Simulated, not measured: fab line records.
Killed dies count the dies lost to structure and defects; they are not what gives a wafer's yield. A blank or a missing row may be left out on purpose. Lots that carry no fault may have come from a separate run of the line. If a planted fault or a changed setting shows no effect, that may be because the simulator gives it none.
fab line records	flow nandHarc
record lots=24	wafers=72	lastDay=33
route steps=1302 shown P_M0@269 P_M1@295 P_M2@350
lots untouched by any fault: they come from a run of this same line in which no faults occurred
startH: the number of hours between the record's first day and the start of the first shown wafer of the lot	waitH: hours elapsed since this lot's preceding step	" unchanged from the row above	L1.1+2: a row that stands for several wafers	- value missing, or start not given	* or withheld: withheld	< > ~ a bound
route shown NAME@n: names a module that has steps shown in the file, with the first one's number in the route	usual: average and standard deviation across the fault-free wafers	same: alike in all rows	chamber/n: place in a boat	sites: each site's reading	_std_site: how widely they spread, as a standard deviation	_edge_site: inner sites' mean taken away from outer sites' mean	radiusMm: for every site, how far away it sits from the centre of the wafer	mask NAME#n: copy n	behind: the most recent tool/chamber to have shaped the wafer	hold: cause of the lot's hold/its duration in hours/its outcome	device: the n, p or np transistor that did not switch	end of line: the route-end tests of the same wafers	for a step that has no rows: nothing shown but its recipe	killed: at the first sort, the dies lost to defects and structure; wafer yield is something else	map: shows each die of a wafer: x if killed, . if not, _ if none is there
set.NAME: the setting the step ran with; set.NAME@STEP: the setting that earlier step ran with	model.NAME: the simulator's own value behind a step, which no gauge read
route steps across a sampled set of lots; one table per step, one row per wafer
services: a tool's chamber out of use, with start hour (startH, from the record's first day; less than 0 if before it), hours out, and reason
## steps
# step NHARC_P_M0_CD_MEAS_16
# usual cdNm=89.1/0.84
lot.wafer	tool	chamber	startH	waitH	cdNm
L074.2	cdSem-03	-	124.56	-	89.7
L074.3	"	-	"	"	89.1
L074.5	"	-	"	"	88.5
L075.2	cdSem-03	-	135.51	-	89.4
L075.3	"	-	"	"	89.6
L075.5	"	-	"	"	89.9
L076.3	cdSem-02	-	137.99	-	88.9
L076.5	"	-	"	"	89.9
L076.6	"	-	"	"	89.6
L077.2	cdSem-01	-	160.50	-	89.9
L077.4	"	-	"	"	88.2
L077.6	"	-	"	"	89.6
L078.3	cdSem-01	-	161.63	-	88.8
L078.4	"	-	"	"	90.3
L078.5	"	-	"	"	88.9
L079.2	cdSem-01	-	173.14	-	87.3
L079.5	"	-	"	"	88.0
L079.6	"	-	"	"	88.7
L080.3	cdSem-03	-	178.37	-	88.7
L080.4	"	-	"	"	89.2
L080.6	"	-	"	"	88.1
L081.2	cdSem-03	-	194.20	-	88.5
L081.4	"	-	"	"	89.4
L081.6	"	-	"	"	88.5
L082.2	cdSem-02	-	201.39	-	88.5
L082.4	"	-	"	"	89.6
L082.5	"	-	"	"	87.9
L084.3	cdSem-02	-	218.23	-	90.3
L084.4	"	-	"	"	90.0
L084.6	"	-	"	"	89.9
L083.2	cdSem-01	-	219.06	-	89.1
L083.3	"	-	"	"	88.8
L083.4	"	-	"	"	87.2
L085.2	cdSem-02	-	229.99	-	87.1
L085.3	"	-	"	"	88.2
L085.5	"	-	"	"	89.7
L086.4	cdSem-03	-	240.28	-	89.6
L086.5	"	-	"	"	89.9
L086.6	"	-	"	"	89.5
L087.3	cdSem-01	-	268.54	-	88.8
L087.4	"	-	"	"	90.1
L087.6	"	-	"	"	90.0
L088.2	cdSem-03	-	268.88	-	90.5
L088.3	"	-	"	"	89.8
L088.6	"	-	"	"	88.9
L089.2	cdSem-02	-	270.58	-	89.1
L089.3	"	-	"	"	88.6
L089.4	"	-	"	"	88.6
L090.4	cdSem-03	-	281.26	-	88.7
L090.5	"	-	"	"	90.8
L090.6	"	-	"	"	89.6
L091.3	cdSem-01	-	293.59	-	90.6
L091.4	"	-	"	"	89.8
L091.5	"	-	"	"	91.4
L092.3	cdSem-02	-	298.57	-	88.5
L092.4	"	-	"	"	89.1
L092.5	"	-	"	"	88.5
L093.1	cdSem-03	-	309.32	-	89.5
L093.5	"	-	"	"	90.1
L093.6	"	-	"	"	89.8
L094.1	cdSem-03	-	314.42	-	90.1
L094.3	"	-	"	"	88.6
L094.6	"	-	"	"	89.4
L095.1	cdSem-01	-	333.04	-	89.2
L095.4	"	-	"	"	89.4
L095.5	"	-	"	"	88.2
L096.2	cdSem-01	-	340.58	-	89.6
L096.4	"	-	"	"	89.8
L096.5	"	-	"	"	89.0
L097.1	cdSem-03	-	349.75	-	88.8
L097.3	"	-	"	"	89.1
L097.5	"	-	"	"	88.1
# step NHARC_P_M0_DEGAS_28
# recipe tempC=250	timeS=60
# usual heaterPowerW=330/34
lot.wafer	tool	chamber	startH	waitH	heaterPowerW
L074.3	pvdSputter-03	-	125.18	-	317
L074.2	"	-	"	"	345
L074.5	"	-	"	"	330
L075.2	pvdSputter-01	-	136.13	-	308
L075.3	"	-	"	"	311
L075.5	"	-	"	"	307
L076.3	pvdSputter-03	-	138.62	-	326
L076.6	"	-	"	"	338
L076.5	"	-	"	"	415
L077.4	pvdSputter-03	-	161.13	-	416
L077.2	"	-	"	"	328
L077.6	"	-	"	"	331
L078.3	pvdSputter-02	-	162.25	-	330
L078.4	"	-	"	"	284
L078.5	"	-	"	"	332
L079.2	pvdSputter-01	-	173.78	-	307
L079.5	"	-	"	"	307
L079.6	"	-	"	"	373
L080.3	pvdSputter-01	-	178.99	-	374
L080.4	"	-	"	"	303
L080.6	"	-	"	"	376
L081.2	pvdSputter-02	-	194.83	-	314
L081.4	"	-	"	"	271
L081.6	"	-	"	"	352
L082.2	pvdSputter-01	-	202.06	-	293
L082.4	"	-	"	"	371
L082.5	"	-	"	"	306
L084.4	pvdSputter-01	-	218.85	-	313
L084.3	"	-	"	"	311
L084.6	"	-	"	"	307
L083.2	pvdSputter-02	-	219.68	-	283
L083.4	"	-	"	"	327
L083.3	"	-	"	"	320
L085.3	pvdSputter-02	-	230.65	-	338
L085.2	"	-	"	"	306
L085.5	"	-	"	"	288
L086.4	pvdSputter-01	-	240.91	-	306
L086.5	"	-	"	"	325
L086.6	"	-	"	"	389
L087.4	pvdSputter-01	-	269.16	-	323
L087.3	"	-	"	"	388
L087.6	"	-	"	"	320
L088.3	pvdSputter-03	-	269.50	-	351
L088.2	"	-	"	"	394
L088.6	"	-	"	"	362
L089.2	pvdSputter-03	-	271.19	-	382
L089.3	"	-	"	"	313
L089.4	"	-	"	"	351
L090.4	pvdSputter-03	-	281.89	-	360
L090.6	"	-	"	"	398
L090.5	"	-	"	"	339
L091.3	pvdSputter-02	-	294.21	-	326
L091.4	"	-	"	"	325
L091.5	"	-	"	"	266
L092.3	pvdSputter-02	-	299.19	-	314
L092.4	"	-	"	"	263
L092.5	"	-	"	"	332
L093.1	pvdSputter-01	-	309.94	-	309
L093.5	"	-	"	"	316
L093.6	"	-	"	"	295
L094.3	pvdSputter-02	-	315.04	-	319
L094.1	"	-	"	"	317
L094.6	"	-	"	"	321
L095.4	pvdSputter-02	-	333.66	-	328
L095.1	"	-	"	"	264
L095.5	"	-	"	"	313
L096.4	pvdSputter-03	-	341.27	-	331
L096.2	"	-	"	"	366
L096.5	"	-	"	"	349
L097.3	pvdSputter-02	-	350.40	-	335
L097.1	"	-	"	"	319
L097.5	"	-	"	"	314
# step NHARC_P_M1_CD_MEAS_09
# recipe targetCdNm=130	landingEnergyEv=500
# usual cdNm=130.1/0.85
lot.wafer	tool	chamber	startH	waitH	cdNm
L074.2	cdSem-02	0	128.12	-	130.1
L074.3	"	0	"	"	130.1
L074.5	"	0	"	"	129.5
L075.2	cdSem-01	0	139.08	-	130.4
L075.3	"	0	"	"	130.2
L075.5	"	0	"	"	130.3
L076.3	cdSem-01	0	141.68	-	131.2
L076.5	"	0	"	"	131.2
L076.6	"	0	"	"	130.6
L077.2	cdSem-03	0	163.98	-	129.7
L077.4	"	0	"	"	129.0
L077.6	"	0	"	"	129.7
L078.3	cdSem-01	0	165.23	-	130.7
L078.4	"	0	"	"	130.7
L078.5	"	0	"	"	131.2
L079.2	cdSem-02	0	176.60	-	129.0
L079.5	"	0	"	"	129.6
L079.6	"	0	"	"	128.4
L080.3	cdSem-03	0	181.94	-	129.6
L080.4	"	0	"	"	130.0
L080.6	"	0	"	"	129.7
L081.2	cdSem-03	0	198.05	-	128.9
L081.4	"	0	"	"	130.1
L081.6	"	0	"	"	129.7
L082.2	cdSem-03	0	204.88	-	130.8
L082.4	"	0	"	"	131.5
L082.5	"	0	"	"	131.2
L084.3	cdSem-02	0	221.80	-	131.2
L084.4	"	0	"	"	130.7
L084.6	"	0	"	"	130.7
L083.2	cdSem-03	0	222.63	-	130.6
L083.3	"	0	"	"	130.3
L083.4	"	0	"	"	129.0
L085.2	cdSem-02	0	233.84	-	131.3
L085.3	"	0	"	"	131.0
L085.5	"	0	"	"	132.1
L086.4	cdSem-03	0	243.87	-	129.3
L086.5	"	0	"	"	129.7
L086.6	"	0	"	"	129.4
L087.3	cdSem-02	0	272.13	-	129.1
L087.4	"	0	"	"	129.2
L087.6	"	0	"	"	129.4
L088.2	cdSem-01	0	272.49	-	129.8
L088.3	"	0	"	"	129.1
L088.6	"	0	"	"	130.2
L089.2	cdSem-03	0	274.18	-	128.7
L089.3	"	0	"	"	129.7
L089.4	"	0	"	"	129.8
L090.4	cdSem-03	0	284.77	-	131.0
L090.5	"	0	"	"	131.0
L090.6	"	0	"	"	132.5
L091.3	cdSem-02	0	297.17	-	130.3
L091.4	"	0	"	"	130.2
L091.5	"	0	"	"	130.0
L092.3	cdSem-01	0	302.20	-	128.5
L092.4	"	0	"	"	128.7
L092.5	"	0	"	"	129.4
L093.1	cdSem-02	0	312.97	-	129.7
L093.5	"	0	"	"	129.9
L093.6	"	0	"	"	129.0
L094.1	cdSem-03	0	317.98	-	131.5
L094.3	"	0	"	"	130.6
L094.6	"	0	"	"	129.9
L095.1	cdSem-03	0	336.53	-	130.8
L095.4	"	0	"	"	129.2
L095.5	"	0	"	"	130.2
L096.2	cdSem-03	0	344.31	-	130.1
L096.4	"	0	"	"	130.4
L096.5	"	0	"	"	129.7
L097.1	cdSem-02	0	353.48	-	131.6
L097.3	"	0	"	"	131.0
L097.5	"	0	"	"	131.3
# step NHARC_P_M1_CMP_23
# recipe tOverpolishS=20	targetThkNm=157.82
# usual motorCurrentA=11.8/0.79	timeToEndpointS=28.5/2.9
lot.wafer	tool	chamber	startH	waitH	motorCurrentA	timeToEndpointS
L074.3	cmp-01	1	130.44	-	11.9	28.9
L074.2	"	2	"	"	11.6	31.4
L074.5	"	1	"	"	11.0	31.5
L075.2	cmp-02	1	141.47	-	12.4	22.6
L075.3	"	2	"	"	11.1	27.0
L075.5	"	0	"	"	13.2	25.6
L076.3	cmp-03	2	144.12	-	12.0	27.2
L076.5	"	0	"	"	12.0	29.4
L076.6	"	1	"	"	10.8	29.4
L077.2	cmp-01	3	166.91	-	13.0	24.6
L077.4	"	0	"	"	12.0	23.6
L077.6	"	1	"	"	11.3	26.4
L078.4	cmp-01	1	168.04	-	11.2	26.2
L078.3	"	2	"	"	11.9	29.3
L078.5	"	1	"	"	10.8	25.2
L079.2	cmp-02	3	178.96	-	11.6	31.0
L079.5	"	0	"	"	13.8	32.7
L079.6	"	1	"	"	11.8	27.0
L080.3	cmp-01	0	184.28	-	11.9	24.6
L080.4	"	3	"	"	12.5	26.6
L080.6	"	0	"	"	12.0	23.2
L081.2	cmp-02	0	200.37	-	13.3	30.9
L081.4	"	2	"	"	10.6	34.2
L081.6	"	3	"	"	11.2	29.1
L082.4	cmp-02	1	207.22	-	12.6	26.7
L082.2	"	3	"	"	11.4	28.4
L082.5	"	0	"	"	14.1	30.8
L084.4	cmp-03	0	224.15	-	12.2	30.2
L084.3	"	1	"	"	11.5	28.5
L084.6	"	3	"	"	11.2	29.2
L083.4	cmp-02	3	224.91	-	11.6	29.3
L083.2	"	1	"	"	12.2	21.9
L083.3	"	2	"	"	10.4	34.8
L085.2	cmp-03	3	236.14	-	11.9	26.1
L085.3	"	0	"	"	12.0	29.7
L085.5	"	0	"	"	11.6	30.0
L086.4	cmp-02	2	246.23	-	10.9	29.3
L086.5	"	3	"	"	10.9	28.5
L086.6	"	0	"	"	13.7	29.3
L087.4	cmp-03	3	274.45	-	11.8	24.7
L087.3	"	0	"	"	11.7	28.9
L087.6	"	2	"	"	11.4	25.8
L088.3	cmp-01	3	274.90	-	11.7	34.0
L088.2	"	0	"	"	11.8	30.1
L088.6	"	2	"	"	11.0	31.0
L089.3	cmp-03	0	276.56	-	12.6	30.6
L089.2	"	1	"	"	10.7	26.3
L089.4	"	2	"	"	11.6	25.5
L090.4	cmp-03	2	287.07	-	11.3	23.3
L090.5	"	2	"	"	11.0	27.0
L090.6	"	3	"	"	11.4	27.1
L091.3	cmp-02	1	299.48	-	12.7	27.6
L091.4	"	3	"	"	11.4	28.6
L091.5	"	0	"	"	13.4	31.1
L092.4	cmp-03	0	304.56	-	11.7	29.5
L092.3	"	1	"	"	11.1	26.3
L092.5	"	1	"	"	10.9	27.9
L093.1	cmp-01	2	315.34	-	11.1	31.8
L093.6	"	1	"	"	11.2	28.8
L093.5	"	2	"	"	11.6	30.0
L094.1	cmp-03	1	320.28	-	11.3	28.5
L094.3	"	2	"	"	11.4	27.1
L094.6	"	2	"	"	11.5	28.2
L095.1	cmp-01	3	338.87	-	11.7	29.4
L095.4	"	0	"	"	12.0	26.6
L095.5	"	0	"	"	11.8	25.7
L096.4	cmp-02	1	346.62	-	11.3	28.8
L096.2	"	3	"	"	11.6	30.1
L096.5	"	0	"	"	13.3	33.4
L097.1	cmp-03	2	355.80	-	12.1	23.4
L097.3	"	0	"	"	11.7	26.2
L097.5	"	1	"	"	11.1	23.3
# step NHARC_P_M1_PRE_CLEAN_32
# recipe timeS=12	tempC=370	rfPowerW=300	gas=NH3
# usual heaterPowerOuterW=380/48	heaterPowerW=673/84	rfFwdPowerW=292.6/0.93
lot.wafer	tool	chamber	startH	waitH	heaterPowerOuterW	heaterPowerW	rfFwdPowerW
L074.3	pecvd-02	2	130.95	0.1	387	667	293.0
L074.2	"	1	"	"	474	789	291.7
L074.5	"	2	"	"	389	642	293.0
L075.3	pecvd-03	0	141.98	0.1	288	490	292.5
L075.2	"	2	"	"	322	622	291.8
L075.5	"	1	"	"	408	764	290.3
L076.3	pecvd-01	0	144.60	0.1	347	597	293.8
L076.6	"	1	"	"	374	648	293.0
L076.5	"	2	"	"	382	684	292.5
L077.2	pecvd-01	1	167.40	0.1	408	671	293.1
L077.6	"	0	"	"	309	571	293.1
L077.4	"	1	"	"	386	667	293.6
L078.3	pecvd-01	2	168.59	0.1	407	689	292.3
L078.4	"	1	"	"	368	618	293.2
L078.5	"	2	"	"	403	700	293.1
L079.2	pecvd-01	1	179.43	0.1	410	707	291.4
L079.5	"	1	"	"	409	685	291.5
L079.6	"	2	"	"	450	733	293.6
L080.3	pecvd-02	0	184.82	0.1	375	723	294.1
L080.6	"	2	"	"	380	616	292.1
L080.4	"	1	"	"	493	795	293.1
L081.2	pecvd-01	0	200.90	0.1	332	611	292.2
L081.6	"	0	"	"	331	588	294.6
L081.4	"	1	"	"	399	687	293.5
L082.2	pecvd-02	0	207.74	0.1	345	714	291.8
L082.4	"	1	"	"	476	818	292.0
L082.5	"	2	"	"	361	602	291.3
L084.3	pecvd-03	1	224.64	0.1	463	834	291.0
L084.6	"	1	"	"	458	850	292.7
L084.4	"	2	"	"	325	584	294.0
L083.3	pecvd-03	0	225.45	0.1	333	596	291.9
L083.2	"	1	"	"	388	743	290.9
L083.4	"	1	"	"	381	733	291.6
L085.2	pecvd-03	2	236.68	0.1	357	623	292.9
L085.3	"	0	"	"	311	551	293.8
L085.5	"	2	"	"	360	627	292.6
L086.5	pecvd-01	1	246.73	0.1	418	705	291.6
L086.6	"	2	"	"	399	680	292.6
L086.4	"	0	"	"	383	653	290.6
L087.3	pecvd-03	0	274.98	0.1	324	564	292.9
L087.6	"	0	"	"	334	574	292.0
L087.4	"	1	"	"	382	726	290.9
L088.2	pecvd-03	0	275.53	0.2	321	567	291.8
L088.3	"	2	"	"	357	629	292.1
L088.6	"	1	"	"	402	780	293.4
L089.3	pecvd-02	2	277.11	0.1	369	624	293.1
L089.2	"	0	"	"	402	769	292.2
L089.4	"	1	"	"	461	768	292.3
L090.6	pecvd-02	2	287.65	0.1	332	576	294.3
L090.5	"	0	"	"	418	801	292.5
L090.4	"	1	"	"	419	708	292.8
L091.3	pecvd-03	1	300.08	0.1	411	774	293.0
L091.5	"	2	"	"	309	568	292.7
L091.4	"	1	"	"	409	787	294.2
L092.3	pecvd-02	2	305.13	0.1	337	602	292.7
L092.5	"	0	"	"	352	704	293.9
L092.4	"	1	"	"	479	787	290.8
L093.1	pecvd-02	1	315.87	0.1	442	757	293.2
L093.5	"	1	"	"	444	775	292.2
L093.6	"	0	"	"	412	790	292.1
L094.3	pecvd-02	2	320.83	0.1	321	578	291.9
L094.1	"	0	"	"	417	813	293.1
L094.6	"	1	"	"	403	705	290.7
L095.1	pecvd-01	2	339.45	0.1	394	669	291.9
L095.4	"	2	"	"	393	655	291.9
L095.5	"	1	"	"	356	622	292.8
L096.2	pecvd-01	0	347.16	0.1	372	652	292.7
L096.5	"	1	"	"	388	663	293.3
L096.4	"	2	"	"	372	671	293.2
L097.1	pecvd-03	0	356.31	0.1	341	586	292.5
L097.3	"	1	"	"	381	703	291.9
L097.5	"	0	"	"	340	590	292.6
# step NHARC_P_M2_DEP_33
# recipe targetThkA=300	tempC=370	targetThkNm=30	pressureTorr=3	flowSccm=200	rfW=450	material=SiCN
# usual heaterPowerOuterW=352/44	heaterPowerW=629/79	rfFwdPowerW=449.1/1.3
lot.wafer	tool	chamber	startH	waitH	heaterPowerOuterW	heaterPowerW	rfFwdPowerW
L074.3	pecvd-02	2	135.30	0.1	337	576	449.9
L074.2	"	0	"	"	384	761	449.9
L074.5	"	0	"	"	390	754	448.2
L075.2	pecvd-01	1	146.25	0.1	364	623	447.9
L075.3	"	2	"	"	389	664	446.5
L075.5	"	0	"	"	353	615	449.0
L076.3	pecvd-02	0	148.82	0.1	365	726	447.9
L076.6	"	2	"	"	323	535	448.6
L076.5	"	0	"	"	369	735	449.8
L077.2	pecvd-01	2	172.09	0.1	325	594	448.1
L077.6	"	1	"	"	378	638	447.8
L077.4	"	2	"	"	333	607	447.4
L078.3	pecvd-01	2	172.79	0.1	409	696	447.3
L078.5	"	2	"	"	399	686	448.3
L078.4	"	0	"	"	348	606	448.9
L079.2	pecvd-03	0	183.61	0.1	207	387	448.7
L079.6	"	1	"	"	383	726	450.6
L079.5	"	2	"	"	348	620	450.0
L080.3	pecvd-01	0	189.02	0.1	297	555	448.4
L080.4	"	0	"	"	295	551	451.8
L080.6	"	2	"	"	399	674	448.8
L081.2	pecvd-02	2	205.12	0.1	292	506	451.6
L081.4	"	2	"	"	296	525	449.4
L081.6	"	0	"	"	407	787	450.6
L082.2	pecvd-02	2	212.07	0.1	292	501	447.9
L082.5	"	2	"	"	296	506	447.6
L082.4	"	0	"	"	370	718	449.9
L084.3	pecvd-01	1	229.08	0.1	385	652	449.3
L084.6	"	0	"	"	271	503	449.2
L084.4	"	1	"	"	375	652	449.0
L083.2	pecvd-03	1	229.82	0.1	344	668	448.6
L083.3	"	2	"	"	272	508	446.7
L083.4	"	0	"	"	298	537	450.6
L085.2	pecvd-02	2	240.92	0.1	354	590	448.3
L085.3	"	0	"	"	369	723	446.3
L085.5	"	0	"	"	370	709	448.4
L086.6	pecvd-01	0	251.56	0.2	334	583	449.3
L086.4	"	1	"	"	371	654	449.4
L086.5	"	2	"	"	390	685	450.9
L087.3	pecvd-02	1	279.21	0.1	403	713	450.1
L087.6	"	2	"	"	305	531	449.5
L087.4	"	0	"	"	380	716	450.3
L088.3	pecvd-01	1	279.70	0.1	306	570	449.2
L088.2	"	0	"	"	362	615	447.1
L088.6	"	2	"	"	392	686	450.0
L089.2	pecvd-02	0	281.32	0.1	367	727	447.7
L089.3	"	2	"	"	342	606	448.2
L089.4	"	0	"	"	361	710	449.9
L090.4	pecvd-02	0	291.99	0.2	381	731	449.6
L090.6	"	1	"	"	394	677	448.3
L090.5	"	2	"	"	347	582	449.3
L091.3	pecvd-01	0	304.22	0.1	284	516	450.0
L091.4	"	2	"	"	371	652	448.1
L091.5	"	0	"	"	274	525	450.4
L092.3	pecvd-02	1	309.43	0.1	374	647	448.2
L092.4	"	2	"	"	338	579	449.5
L092.5	"	1	"	"	378	672	450.1
L093.1	pecvd-03	0	320.16	0.1	280	522	450.4
L093.6	"	0	"	"	286	521	450.2
L093.5	"	1	"	"	411	772	450.4
L094.3	pecvd-01	0	325.10	0.1	349	602	449.7
L094.1	"	2	"	"	337	586	450.0
L094.6	"	2	"	"	326	596	450.4
L095.1	pecvd-01	2	343.96	0.1	374	663	448.8
L095.4	"	0	"	"	341	604	449.5
L095.5	"	2	"	"	384	659	451.9
L096.2	pecvd-01	2	351.51	0.1	335	612	448.5
L096.4	"	2	"	"	345	594	451.9
L096.5	"	0	"	"	339	615	445.5
L097.1	pecvd-01	2	360.55	0.1	338	613	449.1
L097.3	"	0	"	"	314	567	450.6
L097.5	"	1	"	"	320	551	449.2
## services
tool	chamber	startH	hours	kind
pecvd-01	1	102.60	15.5	repair
pvdSputter-02	-	104.00	10.0	pm
pecvd-01	-	130.05	13.0	pm
pecvd-03	-	130.21	1.0	repair
cmp-02	-	136.72	4.0	pm
pecvd-03	-	142.50	11.9	repair
cmp-03	-	154.96	0.6	repair
cmp-03	-	160.10	0.6	repair
cmp-03	-	162.00	4.0	pm
cmp-03	-	181.87	18.9	repair
pecvd-03	-	185.05	13.0	pm
pvdSputter-02	-	221.84	8.3	repair
pecvd-02	-	227.00	13.0	pm
pecvd-01	-	240.54	1.0	repair
cmp-03	-	254.42	0.3	repair
cmp-03	-	260.11	4.0	pm
pvdSputter-02	-	282.01	10.0	pm
pecvd-02	-	288.22	0.7	repair
pecvd-02	0	293.24	2.4	repair
pecvd-01	-	311.56	13.0	pm
pecvd-03	-	348.66	0.8	repair
pecvd-01	1	349.43	6.8	repair
pecvd-02	-	353.08	0.7	repair
cmp-03	-	358.11	4.0	pm
## key
fault none
